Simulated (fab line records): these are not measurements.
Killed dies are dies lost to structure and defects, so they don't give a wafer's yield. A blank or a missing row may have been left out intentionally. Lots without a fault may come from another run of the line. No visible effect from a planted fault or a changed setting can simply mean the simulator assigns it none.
Chamber matching    flow n5Finfet    N5_BEOL_M3_ALD_84 on aldMetal-02 has 4 sister chambers
The step deposits TaN, pulse time 2 s, purge time 3 s, co reactant purge time 2 s. 16 wafers are shown with their chamber, then 8 later ones without.

WAFERS PAIRED WITH THEIR CHAMBERS
wafer   chamber  heaterPowerW (W)
L074.1  1        341
L074.2  3        416
L074.5  1        347
L075.1  2        433
L075.2  1        344
L075.3  0        420
L078.2  3        428
L078.3  0        424
L078.6  2        420
L080.4  1        346
L080.5  3        432
L080.6  0        419
L081.3  1        345
L081.4  3        409
L081.5  2        426
L089.1  3        423

SIGNATURES, as means of the wafers listed above
reading       chamber 0  chamber 1  chamber 2  chamber 3  scatter within a chamber
heaterPowerW  421.00     344.60     426.33     421.60     6.2
Rule: a wafer lies at a distance from a chamber equal to the root of the sum of squares, over the readings, of (its reading less the chamber's mean, divided by the reading's scatter). The wafer belongs to the nearest chamber; if the next one is less than 2 further off, it can't be placed. The scatter is the square root of a quotient: the sum, over the shown wafers, of each reading's squared deviation from its chamber's mean, divided by wafers minus chambers.

WAFERS WITH NO CHAMBER GIVEN
wafer   heaterPowerW (W)
L089.3  411
L089.4  341
L090.3  414
L090.5  416
L090.6  428
L095.3  421
L095.5  428
L095.6  421

EACH ONE'S CHAMBER
wafer   from the rows above           in truth
L089.3  can't be placed: 0 or 3 or 2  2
L089.4  1                             1
L090.3  can't be placed: 0 or 3 or 2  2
L090.5  can't be placed: 0 or 3 or 2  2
L090.6  can't be placed: 2 or 3 or 0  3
L095.3  can't be placed: 0 or 3 or 2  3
L095.5  can't be placed: 2 or 3 or 0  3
L095.6  can't be placed: 0 or 3 or 2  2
Correctly placed: 1 of 8. These rows do not allow placing 7 (true chamber among the candidates in 7). Number placed wrongly: 0.
